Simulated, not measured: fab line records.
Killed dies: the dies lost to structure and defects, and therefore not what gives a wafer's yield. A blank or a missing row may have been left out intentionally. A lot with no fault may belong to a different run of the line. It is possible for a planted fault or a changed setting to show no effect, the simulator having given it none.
Chamber matching -- flow n5 finfet -- N5_BEOL_M3_STRIP_36 on rie diel-02 has 4 sister chambers
The step strips in N2/H2. 20 wafers are shown with their chamber, then 10 later ones without.

WAFERS WITH THEIR CHAMBER
wafer,chamber,showerhead plenum p Torr (Torr),oes product au (a.u.),throttle valve pct (%)
L074.4,0,2.51,0.72,23.62
L074.5,3,2.63,0.70,23.76
L074.6,2,2.49,1.00,23.52
L075.1,0,2.51,0.73,23.57
L075.3,3,2.63,0.71,23.77
L075.6,3,2.63,0.70,23.78
L078.1,3,2.63,0.69,23.79
L078.3,0,2.51,0.71,23.61
L078.5,1,2.48,0.98,23.30
L080.1,0,2.51,0.71,23.65
L080.4,3,2.63,0.71,23.76
L080.6,1,2.48,0.98,23.25
L082.2,1,2.48,0.96,23.32
L082.3,2,2.48,0.95,23.54
L082.6,0,2.51,0.71,23.64
L083.3,2,2.48,0.93,23.52
L083.4,0,2.50,0.71,23.62
L083.5,3,2.62,0.69,23.81
L089.1,2,2.48,0.92,23.54
L089.3,3,2.62,0.68,23.79

SIGNATURES, as means of the wafers listed above
reading,chamber 0,chamber 1,chamber 2,chamber 3,scatter within a chamber
showerhead plenum p Torr,2.5083,2.4800,2.4825,2.6271,0.00434
oes product au,0.7150,0.9733,0.9500,0.6971,0.018
throttle valve pct,23.6183,23.2900,23.5300,23.7800,0.0236
Rule: for each reading, subtract the chamber's mean from the wafer's reading, divide by that reading's scatter and square the result; add these up over the readings and take the root, which gives the wafer's distance from the chamber. If the next closest chamber is less than 2 further off than the closest, the wafer can't be placed; otherwise it belongs to the closest. The scatter: the root of (the sum of the squares of (reading less its chamber's mean) over the shown wafers, divided by (wafers less chambers)).

WAFERS WITH NO CHAMBER GIVEN
wafer,showerhead plenum p Torr (Torr),oes product au (a.u.),throttle valve pct (%)
L089.6,2.48,0.94,23.31
L091.1,2.62,0.68,23.82
L091.2,2.48,0.92,23.34
L091.6,2.48,0.91,23.55
L095.1,2.62,0.68,23.81
L095.4,2.50,0.69,23.64
L095.5,2.47,0.90,23.33
L097.2,2.61,0.67,23.83
L097.3,2.47,0.90,23.34
L097.6,2.47,0.88,23.57

THE CHAMBER EACH PASSED THROUGH
wafer,from the rows above,in truth
L089.6,1,1
L091.1,3,3
L091.2,1,1
L091.6,2,2
L095.1,3,3
L095.4,0,0
L095.5,1,1
L097.2,3,3
L097.3,1,1
L097.6,2,2
Correct placement for 10 of the 10. Left unplaced by these rows: 0. Placed wrongly: 0.
